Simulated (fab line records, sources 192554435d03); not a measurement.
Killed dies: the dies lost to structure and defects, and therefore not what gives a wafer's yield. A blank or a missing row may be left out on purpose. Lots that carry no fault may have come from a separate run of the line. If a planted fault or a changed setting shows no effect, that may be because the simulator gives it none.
fab line records	flow n5_finfet
record: lots: 10	wafers: 30	last_day: 18
route steps=1938 shown BEOL_M8@1400 BEOL_M9@1417
lots that met no fault: taken from a fault-free run of the same line
start_h: hours from the record's opening day to when the first of the lot's shown wafers began	wait_h: hours since the lot's step before	" same as the row above	L1.1+2: a single row standing in for several wafers	- value missing, or start not given	* or withheld: withheld	< > ~ a bound
route shown NAME@n: a module of which the file shows steps, and the number in the route of the first	usual: average and standard deviation across the fault-free wafers	same: alike in all rows	chamber/n: place in a boat	sites: the reading at each site	_std_site: the values' standard deviation	_edge_site: outer sites' mean less inner sites'	radius_mm: for every site, how far away it sits from the centre of the wafer	mask NAME#n: copy n	behind: the most recent tool/chamber to have shaped the wafer	hold: why the lot went on hold/how many hours it stayed there/how the hold came to an end	device: the transistor (n, p or np) that didn't switch	end of line: the route-end tests of the same wafers	for a step that has no rows: nothing shown but its recipe	killed: count of dies lost to structure and defects at first sort (not the wafer's yield)	map: per-die view of a wafer (x killed, . not killed, _ where there is no die)
set.NAME: the setting the step ran with; set.NAME@STEP: the setting that earlier step ran with	model.NAME: the simulator's own value behind a step, which no gauge read
route steps across a sampled set of lots; one table per step, one row per wafer
services: a tool's chamber out of use, with start hour (start_h, from the record's first day; less than 0 if before it), hours out, and reason
== steps ==
step: N5_BEOL_M8_INSPECT_58
recipe: inspect_instrument: darkfield	mode: post_dep
usual: raw_defect_count: 71/21
lot.wafer	tool	chamber	start_h	wait_h	raw_defect_count
L581.2	defect_inspect-02	-	212.54	0.0	73
L581.3	"	-	"	"	90
L581.4	"	-	"	"	71
L580.3	defect_inspect-02	-	216.02	0.0	57
L580.4	"	-	"	"	141
L580.5	"	-	"	"	58
L582.3	defect_inspect-02	-	227.24	0.0	52
L582.4	"	-	"	"	62
L582.5	"	-	"	"	71
L583.1	defect_inspect-02	-	231.41	0.0	49
L583.2	"	-	"	"	72
L583.4	"	-	"	"	47
L589.3	defect_inspect-02	-	261.02	0.0	42
L589.4	"	-	"	"	101
L589.6	"	-	"	"	81
L594.3	defect_inspect-02	-	322.16	0.0	65
L594.5	"	-	"	"	99
L594.6	"	-	"	"	48
L595.1	defect_inspect-02	-	332.03	0.0	81
L595.4	"	-	"	"	91
L595.5	"	-	"	"	73
L597.1	defect_inspect-02	-	332.89	0.0	34
L597.4	"	-	"	"	95
L597.6	"	-	"	"	82
L600.1	defect_inspect-01	-	343.10	0.0	90
L600.5	"	-	"	"	93
L600.6	"	-	"	"	61
L601.1	defect_inspect-01	-	359.43	0.0	46
L601.2	"	-	"	"	45
L601.4	"	-	"	"	47
step: N5_BEOL_M9_DESCUM_16
recipe: chemistry: O2	time_s: 7.9	source_power_w: 50	bias_power_w: 20	pressure_mtorr: 20	rf_frequency_hz: 2.712e+07	temp_c: 40	resist: CAR-ArF	o2_flow_sccm: 225
usual: drypump_motor_current_A: 5.8/0.53	oes_product_au: 0.77/0.093	rf_vpp_V: 243.4/1.3	showerhead_plenum_p_Torr: 2.11/0.071	temp_c: 40.01/0.1	throttle_valve_pct: 20.3/0.31
lot.wafer	tool	chamber	start_h	wait_h	drypump_motor_current_A	oes_product_au	rf_hours_counter_h	rf_vpp_V	showerhead_plenum_p_Torr	temp_c	throttle_valve_pct
L581.2	rie_diel-06	2	214.12	0.0	6.2	0.87	41	242.4	2.02	39.93	20.3
L581.3	"	3	"	"	5.2	0.71	179	242.0	2.01	39.96	20.5
L581.4	"	1	"	"	5.4	0.83	68	242.3	2.10	39.75	19.8
L580.3	rie_diel-06	3	218.27	0.0	5.2	0.71	180	242.2	2.01	39.91	20.5
L580.4	"	1	"	"	5.4	0.82	70	243.5	2.10	40.07	19.8
L580.5	"	2	"	"	6.2	0.87	-	243.0	2.02	39.94	20.3
L582.3	rie_diel-06	2	229.15	0.4	6.1	0.86	46	242.8	2.02	40.06	20.3
L582.4	"	0	"	"	5.9	0.72	210	245.0	2.18	40.13	20.8
L582.5	"	1	"	"	5.4	0.82	-	243.0	2.10	39.92	19.8
L583.1	rie_diel-04	1	234.37	0.0	6.3	0.71	215	244.9	2.14	39.92	20.0
L583.2	"	2	"	"	4.9	0.72	217	243.6	2.16	40.20	20.4
L583.4	"	3	"	"	5.9	0.68	249	241.3	1.97	40.15	20.5
L589.3	rie_diel-06	0	264.34	0.1	5.9	0.71	220	243.6	2.18	39.99	20.8
L589.4	"	2	"	"	6.2	0.85	55	242.2	2.01	39.98	20.3
L589.6	"	0	"	"	5.9	0.70	-	244.4	2.18	40.05	20.8
L594.3	rie_diel-02	2	325.77	0.0	6.4	0.72	229	240.8	2.02	40.01	20.7
L594.5	"	2	"	"	6.3	0.71	-	239.9	2.01	40.13	20.7
L594.6	"	1	"	"	5.0	0.94	-	244.8	2.13	40.17	19.7
L595.1	rie_diel-04	0	337.10	0.0	5.3	0.71	200	244.5	2.14	40.02	20.4
L595.4	"	2	"	"	4.9	0.68	246	244.7	2.15	40.04	20.5
L595.5	"	3	"	"	5.9	0.94	-	244.5	2.23	40.04	20.1
L597.1	rie_diel-04	0	337.43	0.0	5.4	0.71	200	243.5	2.14	40.07	20.4
L597.4	"	1	"	"	6.3	0.67	245	243.0	2.13	40.05	20.0
L597.6	"	0	"	"	5.3	0.71	-	244.1	2.14	40.04	20.4
L600.1	rie_diel-06	2	345.61	0.3	6.2	0.82	76	242.9	2.01	39.98	20.4
L600.5	"	2	"	"	6.2	0.82	-	242.0	2.01	40.08	20.4
L600.6	"	3	"	"	5.2	0.68	-	241.5	2.00	39.80	20.6
L601.1	rie_diel-06	3	363.04	0.0	5.2	0.68	221	242.2	1.99	40.06	20.6
L601.2	"	2	"	"	6.2	0.81	84	242.6	2.00	40.05	20.4
L601.4	"	0	"	"	5.9	0.70	241	243.9	2.17	40.03	20.8
step: N5_BEOL_M9_ETCH_61
recipe: chemistry: CF4	target: SiARC	target_depth_a: 390	mask_material: CAR-ArF	time_s: 65	ion_energy_ev: 80	pressure_mtorr: 40	source_w: 545	bias_w: 36	Ar_flow_sccm: 100	cf4_flow_sccm: 100	ends: cleared
usual: drypump_motor_current_A: 5.8/0.52	etch_rf_on_time_s: 65.1/2.2	oes_product_au: 0.65/0.082	rf_fwd_power_W: 538.3/2.7	rf_vpp_V: 184.2/1.2	showerhead_plenum_p_Torr: 2.16/0.073	throttle_valve_pct: 15.57/0.22
lot.wafer	tool	chamber	start_h	wait_h	drypump_motor_current_A	etch_rf_on_time_s	oes_product_au	rf_fwd_power_W	rf_hours_counter_h	rf_vpp_V	showerhead_plenum_p_Torr	throttle_valve_pct
L581.2	rie_diel-06	2	214.16	0.0	6.2	63.4	0.75	541.4	41	182.1	2.09	15.66
L581.3	"	3	"	"	5.2	63.0	0.62	537.4	179	183.3	2.04	15.55
L581.4	"	1	"	"	5.4	64.4	0.70	536.5	68	184.3	2.16	15.22
L580.3	rie_diel-06	3	218.30	0.0	5.2	64.0	0.61	536.4	180	183.5	2.03	15.54
L580.4	"	1	"	"	5.4	65.3	0.70	533.3	70	184.5	2.16	15.22
L580.5	"	2	"	"	6.2	63.7	0.76	535.7	-	183.8	2.09	15.68
L582.3	rie_diel-06	2	229.19	0.0	6.2	63.9	0.74	538.5	46	181.6	2.09	15.66
L582.4	"	0	"	"	5.9	65.0	0.60	541.2	210	185.7	2.20	15.87
L582.5	"	1	"	"	5.4	66.0	0.68	535.1	-	182.5	2.16	15.23
L583.1	rie_diel-04	1	234.40	0.0	6.3	66.4	0.60	539.7	215	184.5	2.22	15.51
L583.2	"	2	"	"	4.9	64.4	0.62	543.6	217	184.8	2.21	15.70
L583.4	"	3	"	"	5.9	68.5	0.57	532.9	249	182.9	2.04	15.84
L589.3	rie_diel-06	0	264.38	0.0	5.9	64.6	0.60	539.4	220	185.7	2.20	15.88
L589.4	"	2	"	"	6.1	80.2	0.65	410.6	55	202.4	2.09	15.69
L589.6	"	0	"	"	5.9	65.6	0.60	537.7	-	184.8	2.20	15.87
L594.3	rie_diel-02	2	325.81	0.0	6.3	63.9	0.60	537.5	229	184.4	2.03	15.67
L594.5	"	2	"	"	6.3	64.0	0.60	539.0	-	183.1	2.03	15.67
L594.6	"	1	"	"	5.1	62.9	0.81	537.9	-	184.5	2.19	15.05
L595.1	rie_diel-04	0	337.14	0.0	5.3	67.6	0.60	537.8	200	184.6	2.20	15.72
L595.4	"	2	"	"	4.9	65.1	0.60	542.3	246	184.5	2.20	15.75
L595.5	"	3	"	"	5.9	65.2	0.78	537.3	-	185.4	2.29	15.37
L597.1	rie_diel-04	0	337.46	0.0	5.3	67.5	0.60	535.9	200	184.0	2.20	15.70
L597.4	"	1	"	"	6.3	66.5	0.58	539.5	245	185.2	2.21	15.57
L597.6	"	0	"	"	5.3	67.1	0.59	537.1	-	185.7	2.20	15.71
L600.1	rie_diel-06	2	345.65	0.0	6.2	63.9	0.71	542.3	76	182.7	2.08	15.72
L600.5	"	2	"	"	6.2	63.6	0.72	543.9	-	181.2	2.08	15.73
L600.6	"	3	"	"	5.2	64.1	0.60	535.0	-	182.6	2.02	15.61
L601.1	rie_diel-06	3	363.07	0.0	5.2	64.4	0.60	537.7	221	182.7	2.02	15.62
L601.2	"	2	"	"	6.2	64.1	0.71	541.7	84	184.1	2.08	15.72
L601.4	"	0	"	"	5.9	65.4	0.59	536.3	241	185.8	2.19	15.92
step: N5_BEOL_M9_STRIP_67
recipe: chemistry: CF4	resist: SiARC	power_w: 300	bias_power_w: 75	pressure_mtorr: 50	cf4_flow_sccm: 150	rf_frequency_hz: 6e+07
usual: drypump_motor_current_A: 5.8/0.53	oes_product_au: 0.77/0.085	rf_vpp_V: 271.5/1.6	showerhead_plenum_p_Torr: 1.81/0.066	throttle_valve_pct: 13.57/0.22
lot.wafer	tool	chamber	start_h	wait_h	drypump_motor_current_A	oes_product_au	rf_hours_counter_h	rf_vpp_V	showerhead_plenum_p_Torr	throttle_valve_pct
L581.2	rie_diel-06	2	214.35	0.0	6.2	0.88	41	269.2	1.74	13.57
L581.3	"	3	"	"	5.2	0.72	179	267.5	1.71	13.57
L581.4	"	1	"	"	5.4	0.82	69	272.8	1.81	13.19
L580.3	rie_diel-06	3	218.50	0.0	5.2	0.72	180	269.8	1.71	13.54
L580.4	"	1	"	"	5.5	0.81	70	271.7	1.80	13.18
L580.5	"	2	"	"	6.2	0.87	-	270.3	1.74	13.56
L582.3	rie_diel-06	2	229.38	0.0	6.2	0.86	46	269.4	1.74	13.56
L582.4	"	0	"	"	5.9	0.71	210	271.8	1.85	13.87
L582.5	"	1	"	"	5.4	0.81	-	272.0	1.80	13.21
L583.1	rie_diel-04	1	234.60	0.0	6.3	0.71	215	274.0	1.87	13.56
L583.2	"	2	"	"	4.9	0.72	217	272.9	1.87	13.80
L583.4	"	3	"	"	5.9	0.69	249	269.2	1.72	13.89
L589.3	rie_diel-06	0	264.57	0.0	5.9	0.71	220	271.7	1.84	13.90
L589.4	"	2	"	"	6.1	0.85	55	270.6	1.74	13.58
L589.6	"	0	"	"	5.9	0.70	-	273.4	1.84	13.89
L594.3	rie_diel-02	2	326.00	0.0	6.3	0.70	229	270.0	1.69	13.66
L594.5	"	2	"	"	6.3	0.70	-	269.4	1.69	13.67
L594.6	"	1	"	"	5.1	0.93	-	272.3	1.86	13.09
L595.1	rie_diel-04	0	337.33	0.0	5.3	0.72	200	272.5	1.83	13.67
L595.4	"	2	"	"	4.9	0.70	246	272.9	1.86	13.83
L595.5	"	3	"	"	5.9	0.92	-	272.5	1.93	13.38
L597.1	rie_diel-04	0	337.66	0.0	5.3	0.72	200	272.8	1.83	13.71
L597.4	"	1	"	"	6.2	0.69	245	272.6	1.86	13.61
L597.6	"	0	"	"	5.3	0.72	-	271.5	1.83	13.69
L600.1	rie_diel-06	2	345.85	0.0	6.2	0.83	76	270.0	1.73	13.65
L600.5	"	2	"	"	6.2	0.82	-	269.7	1.73	13.63
L600.6	"	3	"	"	5.2	0.69	-	269.2	1.70	13.62
L601.1	rie_diel-06	3	363.27	0.0	5.2	0.68	221	268.0	1.70	13.66
L601.2	"	2	"	"	6.2	0.82	84	268.2	1.73	13.66
L601.4	"	0	"	"	5.9	0.69	241	274.4	1.84	13.93
== services ==
tool	chamber	start_h	hours	kind
rie_diel-02	1	222.31	5.3	repair
rie_diel-04	3	237.79	-	clean
rie_diel-04	3	237.79	-	consumable_replace:focus_ring
rie_diel-04	3	237.79	-	consumable_replace:showerhead
rie_diel-04	3	237.79	23.2	scheduled_down
rie_diel-04	3	237.79	23.2	vent_cycle
rie_diel-02	1	267.30	-	clean
rie_diel-02	1	267.30	-	consumable_replace:esc
rie_diel-02	1	267.30	-	consumable_replace:focus_ring
rie_diel-02	1	267.30	22.7	scheduled_down
rie_diel-02	1	267.30	22.7	vent_cycle
rie_diel-04	2	349.02	-	clean
rie_diel-04	2	349.02	-	consumable_replace:esc
rie_diel-04	2	349.02	-	consumable_replace:focus_ring
rie_diel-04	2	349.02	25.6	scheduled_down
rie_diel-04	2	349.02	25.6	vent_cycle
== key ==
first_sign: step: N5_BEOL_M9_ETCH_61	reading: rf_fwd_power_W	direction: down	sigmas: 48	usual: *	struck: *
effect: step: N5_BEOL_M9_ETCH_61	reading: rf_vpp_V	direction: up	sigmas: 16	usual: 184.2	struck: 202.4
met_at N5_BEOL_M9_ETCH_61
struck_lots L589
struck_wafers L589.4
not_acting_at N5_BEOL_M8_INSPECT_58,N5_BEOL_M9_DESCUM_16,N5_BEOL_M9_STRIP_67
onset_between 229.19 264.38
fault: kind: process_parameter_drift	tool: rie_diel-06	chamber: 2	onset_h: 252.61	steps: N5_BEOL_M9_ETCH_61	channel: source_w	offset: -130.8	shape: step	end_h: 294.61	acts_in: these_recipes_only	stated: 545
